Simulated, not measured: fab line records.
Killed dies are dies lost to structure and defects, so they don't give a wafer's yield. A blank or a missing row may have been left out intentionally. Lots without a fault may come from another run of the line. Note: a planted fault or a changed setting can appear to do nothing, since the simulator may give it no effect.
A struck lot beside a sound one + flow n5Finfet + 43 steps out of a route of 1938
Sound: the wafers L513.2, L513.3, L513.6. Struck: wafers L520.4, L520.5. (L520.1 of the same lot was not struck and is left out.) The cause comes at the end.
Each step with rows lists, per side, the tool, then ch with its chambers, then its first start. Under that, the readings that differ: sound wafers + struck wafers + difference of the means + sigmas: that difference in standard deviations of wafers without a fault.
alike: words and numbers the same on both sides, and readings whose means are apart by under 2 such deviations; not compared: readings that were withheld, readings missing a value for some wafer, numbers with overlapping values and no deviation given by the record, and bounds like >300 which may hide the same value.
Wherever a step has rows on one side only, a row that says differs or no value, or a row with sigmas, the two part there. Numbers that don't overlap but have no deviation are shown without sigmas and don't part them. A reading missing from all wafers of one side parts the sides only when that side holds two or more wafers.

first, 6 steps without rows for these wafers: N5_BEOL_M4_COAT_22 (resist thk 30 nm); N5_BEOL_M4_EBR_24; N5_BEOL_M4_SOFTBAKE_23 (time 60 s); N5_BEOL_M4_EXPOSE_25 (exposes mask V3, defocus 5 nm); N5_BEOL_M4_PEB_26 (peb time 60 s); N5_BEOL_M4_DEVELOP_27 (develop time 30 s).
N5_BEOL_M4_CD_MEAS_28: target cd 26.2 nm, target cd y 24.1 nm.
  sound on cdSem-03 ch 0, day 7 22:56; struck on cdSem-02 ch 0, day 9 10:05
  alike: cdNm
N5_BEOL_M4_OVL_MEAS_29:
  sound on overlay-01 ch 0, day 7 22:58; struck on overlay-02 ch 0, day 9 10:07
  alike: V3_OVL
N5_BEOL_M4_INSPECT_30: inspects for defects (brightfield).
  struck on defectInspect-01, day 9 10:10; sound on defectInspect-01, day 7 23:01
  alike: rawDefectCount
then, 2 steps without rows for these wafers: N5_BEOL_M4_DESCUM_33 (chemistry O2, time 7 s); N5_BEOL_M4_ETCH_77 (etches underlayer in N2/H2, target depth 6.5 nm, time 5.2 s).
N5_BEOL_M4_ETCH_69: etches SiARC in CF4, target depth 15.6 nm, time 26 s.
  sound on rieDiel-06 ch 0,2,3, day 7 23:08; struck on rieDiel-01 ch 1,3, day 9 10:16
  alike: biasW, drypumpMotorCurrentA, etchRfOnTimeS, oesProductAu, rfVppV, showerheadPlenumPTorr, throttleValvePct
  not compared: rfHoursCounterH
N5_BEOL_M4_ALD_98: deposits SiO2, target thk 2.5 nm, pulse time 1 s, co reactant pulse time 1 s.
  sound on aldSin-02 ch 1,2, day 7 23:13; struck on aldSin-02 ch 2, day 9 10:24
  alike: heaterPowerW, precursorPulseHeightRel
then, 1 step without rows for these wafers: N5_BEOL_M4_ETCHBACK_99 (etches SiO2 in CHF3, target depth 5 nm, time 10.4 s).
N5_BEOL_M4_ETCH_70: etches SOC in N2/H2, target depth 80 nm, overetch 24 nm, time 130 s.
  sound on rieDiel-01 ch 1,2,3, day 8 00:09; struck on rieDiel-06 ch 0,2, day 10 01:05
  alike: biasW, drypumpMotorCurrentA, oesProductAu, rfVppV, showerheadPlenumPTorr, tempC, throttleValvePct
  not compared: rfHoursCounterH
then, 8 steps without rows for these wafers: N5_BEOL_M4_STRIP_71 (strips in N2/H2); N5_BEOL_M4_STRIP_78 (strips in N2/H2); N5_BEOL_M4_VIA_ETCH_34 (etches the open film in C4F6/O2, target depth 69.4 nm, time 65.9 s); N5_BEOL_M4_STRIP_83 (strips in C4F6/O2); N5_BEOL_M4_STRIP_36 (strips in N2/H2); N5_BEOL_M4_TRENCH_ETCH_37 (etches SiOC in C4F6/O2, target depth 55.555 nm, time 29.2 s); N5_BEOL_M4_ETCH_41 (etches SiCN in CH3F/O2, target depth 29.9 nm, time 52.5 s); N5_BEOL_M4_STRIP_97 (strips in N2/H2, time 10 s).
N5_BEOL_M4_OCD_MEAS_38:
  struck on ocd-01, day 10 01:26; sound on ocd-01, day 8 00:31
  alike: trenchDepthNm
then, 4 steps without rows for these wafers: N5_BEOL_M4_HM_STRIP_39 (strips TiN in peroxide tin strip, target depth 25 nm, time 158 s); N5_BEOL_M4_SRD_40 (time 30 s); N5_BEOL_M4_PRECLEAN_42 (cleans in residue remover, time 60 s); N5_BEOL_M4_SRD_43 (time 30 s).
N5_BEOL_M4_CD_MEAS_35: target cd 18 nm, target cd y 22.4 nm.
  struck on cdSem-03, day 10 01:36; sound on cdSem-01, day 8 00:41
  alike: cdNm
then, 8 steps without rows for these wafers: N5_BEOL_M4_DEGAS_44 (time 60 s); N5_BEOL_M4_PRE_CLEAN_45 (time 30 s); N5_BEOL_M4_ALD_84 (deposits TaN, pulse time 2 s, purge time 3 s, co reactant purge time 2 s); N5_BEOL_M4_SURFACE_TREAT_85; N5_BEOL_M4_CVD_47 (deposits Co from CCTBA/H2, target thk 3 nm, time 223.8 s); N5_BEOL_M4_SPUTTER_48 (material Cu, target thk 4.5 nm, time 8.29 s); N5_BEOL_M4_ANNEAL_49 (time 240 s); N5_BEOL_M4_SPUTTER_79 (material Cu, target thk 4.5 nm, time 8.29 s).
N5_BEOL_M4_ANNEAL_80: time 240 s.
  struck on pvdSputter-01, day 10 03:58; sound on pvdSputter-01, day 8 02:20
  alike: heaterPowerW
then, 1 step without rows for these wafers: N5_BEOL_M4_SPUTTER_81 (material Cu, target thk 4.5 nm, time 8.29 s).
N5_BEOL_M4_ANNEAL_82: time 240 s.
  struck on pvdSputter-01, day 10 04:11; sound on pvdSputter-01, day 8 02:33
  alike: heaterPowerW
then, 1 step without rows for these wafers: N5_BEOL_M4_SPUTTER_86 (material Cu, target thk 4.5 nm, time 8.29 s).
N5_BEOL_M4_ANNEAL_87: time 240 s.
  struck on pvdSputter-01, day 10 04:25; sound on pvdSputter-01, day 8 02:46
  alike: heaterPowerW
-- the record jumps here: 4 days lie between the struck wafers' starts before and after (it left off in module BEOL_M4 and takes up again in module PASSIVATION, whose first step shown is number 1936 of the route) --
N5_PASSIVATION_PROBE_49:
  rows exist in the record for the struck wafers here (prober-02, day 14 13:31), but not for the sound ones

## WHERE THEY PART
Within this record, at N5_PASSIVATION_PROBE_49 only.

WHY: what had been put in by the simulator
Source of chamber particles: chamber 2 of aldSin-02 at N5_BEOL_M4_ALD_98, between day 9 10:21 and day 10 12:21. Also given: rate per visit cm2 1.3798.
